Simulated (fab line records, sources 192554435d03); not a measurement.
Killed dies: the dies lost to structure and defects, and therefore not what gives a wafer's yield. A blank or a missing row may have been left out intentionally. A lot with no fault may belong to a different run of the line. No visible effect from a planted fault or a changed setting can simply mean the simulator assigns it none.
Split-lot trial -- flow n5_finfet -- 21 wafers read from 7 lots, route of 1938 steps

## ON THE SPLIT
At N5_SD_EPI_N_PEB_07 (peb time 60 s), the setting peb_temp_c was moved away from the recipe's 110 C on 5 of the 21 wafers read, by -1.1% to +2.6%. All remaining wafers had this setting at the recipe value.

## FROM THE SPLIT ON TO THE READING: in between, the file shows 1 step
- N5_SD_EPI_N_DEVELOP_08: develop time 30 s

## THE READING
cd_nm at N5_SD_EPI_N_CD_MEAS_09, given in nm (cd target 120 nm). On this fab line, fault-free wafers typically give 120.0 nm with a standard deviation of 0.72 nm.

wafer,"tool, chamber at the split","peb_temp_c as run, C",against the recipe,"cd_nm, nm",against lot-mates on the recipe
L074.1,"litho_track-03, 0",112.6,+2.4%,124.9,+5.8
L074.2,"litho_track-03, 0",110,recipe,120.1,-
L074.5,"litho_track-03, 0",110,recipe,118.2,-
L075.1,"litho_track-03, 0",110,recipe,120.5,-
L075.4,"litho_track-03, 0",111.8,+1.6%,125.6,+5.1
L075.6,"litho_track-03, 0",111.8,+1.6%,124.8,+4.3
L079.1,"litho_track-02, 0",110,recipe,120.4,-
L079.4,"litho_track-02, 0",110,recipe,119.6,-
L079.5,"litho_track-02, 0",110,recipe,120.1,-
L081.1,"litho_track-02, 0",108.8,-1.1%,116.7,-3.0
L081.3,"litho_track-02, 0",110,recipe,120.5,-
L081.5,"litho_track-02, 0",110,recipe,118.8,-
L085.1,"litho_track-02, 0",110,recipe,120.1,-
L085.4,"litho_track-02, 0",110,recipe,119.7,-
L085.6,"litho_track-02, 0",110,recipe,120.1,-
L086.1,"litho_track-02, 0",110,recipe,120.4,-
L086.4,"litho_track-02, 0",110,recipe,119.7,-
L086.6,"litho_track-02, 0",110,recipe,119.2,-
L092.1,"litho_track-01, 0",110,recipe,120.1,-
L092.3,"litho_track-01, 0",112.9,+2.6%,126.8,+6.8
L092.5,"litho_track-01, 0",110,recipe,119.9,-

FIT RESULTS
A straight line over all 21 wafers: cd_nm changes by +2.68 nm for each +1% of peb_temp_c; r = +0.96; the points scatter about the line by 0.73 nm.
The same after taking each lot's own level away (the mean of its wafers on the recipe; 21 wafers): +2.62 nm for each +1%; r = +0.98; scatter 0.53 nm.
According to that fit, moving peb_temp_c by its largest amount changes the reading by 6.9 nm.
From 119.15 to 120.50 nm: that is the span of the lots' own levels, equal to 1.9 times the standard deviation above.
Hence the lot-to-lot level has little effect on the slope; both slopes agree.
Check: +7 nm against its lot-mates is what the line predicts for one of the wafers moved furthest among these (+2.6%) when that wafer is left out of the fit. Against them it came out at +6.8 nm.

## OTHER SPLITS APPLIED TO THESE WAFERS
Other splits were also applied to these wafers ahead of the reading. Each is held against what the fit with the lots' levels taken away leaves over:
other split on the same wafers,wafers away from the commonest value,r with cd_nm (lot level and that fit taken away)
N5_ZERO_LAYER_PECVD_02 time_s,10,-0.14
N5_ZERO_LAYER_COAT_05 spin_rpm,3,+0.12
N5_ZERO_LAYER_PEB_09 peb_time_s,as run: not given for these wafers,-
N5_WELL_APT_COAT_02 spin_rpm,5,+0.19
N5_FIN_SAQP_PECVD_48 time_s,4,-0.03
N5_FIN_SAQP_DEVELOP_15 develop_time_s,11,+0.26
N5_DUMMY_GATE_COAT_28 spin_rpm,6,-0.20
N5_DUMMY_GATE_EXPOSE_12 dose_mj,7,+0.01

## THE WHOLE CHAIN: every reading that the file lists as answering this split, in the file's order
step,what it does,reading,change (the file's fit),r (the file's)
N5_SD_EPI_N_CD_MEAS_09,target cd 120 nm,cd_nm,+2.58 nm for each +1% of the setting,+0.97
N5_SD_EPI_N_DESCUM_14,"chemistry O2, time 7.9 s","SD_EPI_N.cd_nm (the simulator's own value, which no gauge read)",+2.5 nm for each +1% of the setting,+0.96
N5_SD_EPI_N_ETCH_34,"etches SiARC in CF4, target depth 45.5 nm, time 75.8 s","SD_EPI_N.cd_nm (the simulator's own value, which no gauge read)",+2.56 nm for each +1% of the setting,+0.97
N5_SD_EPI_N_ETCH_35,"etches SOC in N2/H2, overetch 108 nm, time 486 s","SD_EPI_N.cd_nm (the simulator's own value, which no gauge read)",+3 nm for each +1% of the setting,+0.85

## THE FILE'S OWN FIT
cd_nm changes by +2.58 nm for each +1% of peb_temp_c, r = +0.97.
